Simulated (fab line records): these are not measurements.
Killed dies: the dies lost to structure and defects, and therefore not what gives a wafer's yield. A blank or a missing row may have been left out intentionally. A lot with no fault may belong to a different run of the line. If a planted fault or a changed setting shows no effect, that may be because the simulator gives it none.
8D (eight disciplines) problem report, filled in by code + flow nandHarc + the parts of the form that need people (team, actions taken, sign-off) are left out

1. THE ISSUE
rawDefectCount at NHARC_P_GATE_INSPECT_28 reads a mean of 25.0 on 6 wafers of 2 lots; wafers without a fault read 6.2 with a standard deviation of 2.8. That puts it +6.7 standard deviations away from the usual mean.
Earliest sighting: wafer L766.1 on defectInspect-02 at day 10 10:56. At this step, 33 wafers from 11 lots have a number in the record. Rule for "out", or "out of limits": more than 4 standard deviations from the usual mean. All remaining wafers that have a number are taken as sound.

2. WHAT IT IS; WHAT IT IS NOT
| question                    | is                     | is not                                                                    |
|-----------------------------|------------------------|---------------------------------------------------------------------------|
| which readings at this step | rawDefectCount         | -                                                                         |
| which lots                  | L766, L767             | L755, L756, L757, L758, L763, L764, L765, L768, L776                      |
| which wafers of those lots  | all that have a number | -                                                                         |
| read on which gauges        | defectInspect-02       | defectInspect-01                                                          |
| when                        | from day 10 10:56      | up to then (21 sound wafers); but 6 sound wafers of L768, L776 came after |

3. WHAT RULES OUT EACH SUSPECT
Counting: a tool at a process step up to the reading stays a suspect if it ran every lot that is out and no sound lot after the first of them.
- the gauge at NHARC_P_GATE_INSPECT_28: kept. All the wafers that are out were read on defectInspect-02, and no step on other tools shows them out.
- wetBench-07 at NHARC_P_GATE_PRECLEAN_70 (cleans in SC1): ruled out as a lasting fault. Sound lots L776 ran on it after its first lot that is out, L766 (day 9 09:01).
Remaining after the count: defectInspect-02 at NHARC_P_GATE_INSPECT_28.

4. THE CAUSE (what the simulator had put in)
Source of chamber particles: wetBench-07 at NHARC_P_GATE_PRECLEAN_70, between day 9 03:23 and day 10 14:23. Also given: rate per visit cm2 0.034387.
Counting ruled it out, wrongly: the rule takes a fault to strike every lot that its tool runs from its start on, and this one did not.

5. THE CHAIN OF EFFECTS, in route order
Each row: a reading where the mean over the struck wafers with a number is more than 3 standard deviations away from the usual. Only readings for which the record gives a usual standard deviation are gone through. hours: the time from each lot's start at the first step in this table that gives one to its start at this step, as a median over the lots. sigmas: the change in usual standard deviations.
| hours | step                    | reading           | usual | on struck wafers | change | sigmas |
|-------|-------------------------|-------------------|-------|------------------|--------|--------|
| 0     | NHARC_P_GATE_INSPECT_28 | rawDefectCount    | 6.2   | 25.0             | +18.8  | +6.7   |
| 476   | NHARC_END_SORT_01       | killedAtPeriphery | 3.6   | 20.0             | +16.4  | +6.1   |
Later measuring or inspecting steps at which every struck wafer that the step has a row for has a number for every such reading, and none has moved that far: NHARC_P_GATE_CD_MEAS_33.

6. HOW IT WOULD HAVE BEEN CAUGHT EARLIER
In this record the first reading out of limits at a measuring or inspecting step was taken at day 10 10:56, 32 hours after the fault began at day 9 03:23.
Of the tool readings at NHARC_P_GATE_PRECLEAN_70 for which the record gives a usual standard deviation, none was out on any struck wafer, so an alarm limit of 4 standard deviations on them would not have fired.
